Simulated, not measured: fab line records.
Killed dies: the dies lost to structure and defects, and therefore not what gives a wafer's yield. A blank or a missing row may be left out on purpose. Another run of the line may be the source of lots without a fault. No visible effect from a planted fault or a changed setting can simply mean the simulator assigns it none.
Struck lot and sound lot, side by side || flow nand-harc || 28 out of 1302 route steps
Sound: these wafers, L436.3, L436.5, L436.6. Struck: wafer L449.2 (left out: L449.1, L449.3 of the same lot, which were not struck); the cause appears at the end.
At each step with rows: each side's tool, then ch and its chambers, then its first start. Under that, the readings that differ: sound wafers || struck wafers || difference of the means || sigmas: that difference in standard deviations of wafers without a fault.
alike: a reading whose means differ by less than 2 such deviations, as well as words and numbers matching on both sides. not compared: withheld readings; readings where some wafer has no value; bounds like >300 that might hide an equal value; numbers whose values overlap and for which the record gives no deviation.
The two part at a step that has a row with sigmas, a row that says differs or no value, or rows on one side only. When numbers do not overlap yet have no deviation, they are printed without sigmas and do not part them. Lack of a reading on every wafer of one side parts them only where that side has two or more wafers.

NHARC_A_CHANNEL_HOLE_D1_CD_MEAS_10 targets a cd of 100 nm.
  sound on cd-sem-02 ch 0, day 8 06:58; struck on cd-sem-02 ch 0, day 13 14:29
  alike: cd-nm
NHARC_A_CHANNEL_HOLE_D1_OVL_MEAS_11:
  struck on overlay-01, day 13 14:35; sound on overlay-02, day 8 07:03
  alike: overlay-x-nm, overlay-y-nm
NHARC_A_CHANNEL_HOLE_D1_INSPECT_12:
  struck on defect-inspect-01, day 13 14:37; sound on defect-inspect-02, day 8 07:05
  alike: raw-defect-count
NHARC_A_CHANNEL_HOLE_D1_DESCUM_15: chemistry O2, time 3 s.
  sound on rie-diel-02 ch 0,1, day 8 07:09; struck on rie-diel-01 ch 2, day 13 14:41
{"reading": "rf-vpp-V (V)", "sound": "58.6 59.0 59.3", "struck": 56.8, "difference": -2.2, "sigmas": -2}
  alike: drypump-motor-current-A, oes-product-au, showerhead-plenum-p-Torr, throttle-valve-pct
  not compared: rf-hours-counter-h
NHARC_A_CHANNEL_HOLE_D1_ETCH_38: etches the open film in CF4, target depth 39 nm, time 65 s.
  sound on rie-diel-02 ch 1,2, day 8 07:14; struck on rie-diel-01 ch 1, day 13 14:46
  alike: bias-w, drypump-motor-current-A, oes-product-au, rf-vpp-V, showerhead-plenum-p-Torr, throttle-valve-pct
  not compared: rf-hours-counter-h
then, 3 steps without rows for these wafers: NHARC_A_CHANNEL_HOLE_D1_ETCH_39 (etches the open film in N2/H2, target depth 260 nm, time 325 s); NHARC_A_CHANNEL_HOLE_D1_ETCH_34 (etches the open film in CF4/CHF3, target depth 154 nm, time 77 s); NHARC_A_CHANNEL_HOLE_D1_ETCH_16 (etches the open film in O2/COS, target depth 3100 nm, time 806 s).
NHARC_A_CHANNEL_HOLE_D1_CD_MEAS_18:
  struck on cd-sem-03, day 13 15:47; sound on cd-sem-01, day 8 08:16
  alike: cd-nm
then, 2 steps without rows for these wafers: NHARC_A_CHANNEL_HOLE_D1_ETCH_19 (etches the open film in C4F8/O2/Ar, time 34.5 s); NHARC_A_CHANNEL_HOLE_D1_ETCH_20 (etches the open film in C4F8/O2/Ar, time 361.9 s, target depth 1600 nm).
NHARC_A_CHANNEL_HOLE_D1_ETCH_21: etches the open film in C4F8/O2/Ar, time 514.3 s, target depth 1600 nm.
  sound on har-etch-02 ch 0,1, day 8 08:59; struck on har-etch-01 ch 0, day 13 16:17
{"reading": "rf-hours-counter-h (h)", "sound": "- - -", "struck": 157, "difference": "no value on the sound wafers", "sigmas": ""}
  alike: drypump-motor-current-A, showerhead-plenum-p-Torr, throttle-valve-pct
NHARC_A_CHANNEL_HOLE_D1_ETCH_22: etches the open film in C4F8/O2/Ar, time 666.7 s, target depth 1600 nm.
  sound on har-etch-02 ch 0,1, day 8 09:29; struck on har-etch-01 ch 0, day 13 16:44
{"reading": "rf-hours-counter-h (h)", "sound": "- - -", "struck": 158, "difference": "no value on the sound wafers", "sigmas": ""}
  alike: drypump-motor-current-A, showerhead-plenum-p-Torr, throttle-valve-pct
then, 1 step without rows for these wafers: NHARC_A_CHANNEL_HOLE_D1_ETCH_23 (etches the open film in C4F8/O2/Ar, time 819 s, target depth 1600 nm).
NHARC_A_CHANNEL_HOLE_D1_ETCH_24: etches the open film in C4F8/O2/Ar, time 906.2 s, target depth 1500 nm.
  sound on har-etch-02 ch 0,1, day 8 10:51; struck on har-etch-01 ch 0, day 13 17:59
{"reading": "rf-hours-counter-h (h)", "sound": "- - -", "struck": 159, "difference": "no value on the sound wafers", "sigmas": ""}
  alike: drypump-motor-current-A, showerhead-plenum-p-Torr, throttle-valve-pct
then, 6 steps without rows for these wafers: NHARC_A_CHANNEL_HOLE_D1_ETCH_25 (etches the open film in C4F8/O2/Ar, time 1040.2 s, target depth 1500 nm); NHARC_A_CHANNEL_HOLE_D1_ETCH_26 (etches the open film in C4F8/O2/Ar, time 224.1 s, target depth 300 nm); NHARC_A_CHANNEL_HOLE_D1_ETCH_33 (etches the open film in C4F8/O2/Ar, time 90 s, target depth 400 nm); NHARC_A_CHANNEL_HOLE_D1_STRIP_41 (strips in N2/H2); NHARC_A_CHANNEL_HOLE_D1_STRIP_42 (strips in CF4/CHF3); NHARC_A_CHANNEL_HOLE_D1_STRIP_43 (strips in O2/COS).
NHARC_A_CHANNEL_HOLE_D1_ETCH_44: etches the open film in CF4/O2, target depth 140 nm, overetch 14 nm, time 77 s.
  sound on rie-diel-02 ch 0,1,3, day 8 13:03; struck on rie-diel-02 ch 3, day 13 20:35
{"reading": "oes-product-au (a.u.)", "sound": "1.016 1.007 1.010", "struck": 0.981, "difference": -0.030, "sigmas": -3}
  alike: bias-w, drypump-motor-current-A, rf-vpp-V, showerhead-plenum-p-Torr, throttle-valve-pct
  not compared: rf-hours-counter-h
then, 3 steps without rows for these wafers: NHARC_A_CHANNEL_HOLE_D1_STRIP_27 (strips in O2); NHARC_A_CHANNEL_HOLE_D1_PRECLEAN_28 (cleans in SC1); NHARC_A_CHANNEL_HOLE_D1_SRD_29.
NHARC_A_CHANNEL_HOLE_D1_CD_MEAS_30:
  struck on cd-sem-03, day 13 21:22; sound on cd-sem-01, day 8 13:50
  alike: cd-nm
NHARC_A_CHANNEL_HOLE_D1_XSEM_31:
  sound on xsem-02 ch 0, day 8 13:56; struck on xsem-01 ch 0, day 13 21:28
{"reading": "bow-nm (nm)", "sound": "8.77 8.80 8.78", "struck": 9.60, "difference": "+0.82", "sigmas": "+4"}
  alike: bot-cd-nm, tilt-deg
NHARC_A_CHANNEL_HOLE_D1_INSPECT_40:
  struck on defect-inspect-01, day 13 21:34; sound on defect-inspect-02, day 8 14:02
{"reading": "raw-defect-count", "sound": "156 100 138", "struck": 66, "difference": -65, "sigmas": -2}

WHERE THEY PART
Last at NHARC_A_CHANNEL_HOLE_D1_INSPECT_40 as far as this record goes, first at NHARC_A_CHANNEL_HOLE_D1_DESCUM_15.

WHY: what had been put in by the simulator
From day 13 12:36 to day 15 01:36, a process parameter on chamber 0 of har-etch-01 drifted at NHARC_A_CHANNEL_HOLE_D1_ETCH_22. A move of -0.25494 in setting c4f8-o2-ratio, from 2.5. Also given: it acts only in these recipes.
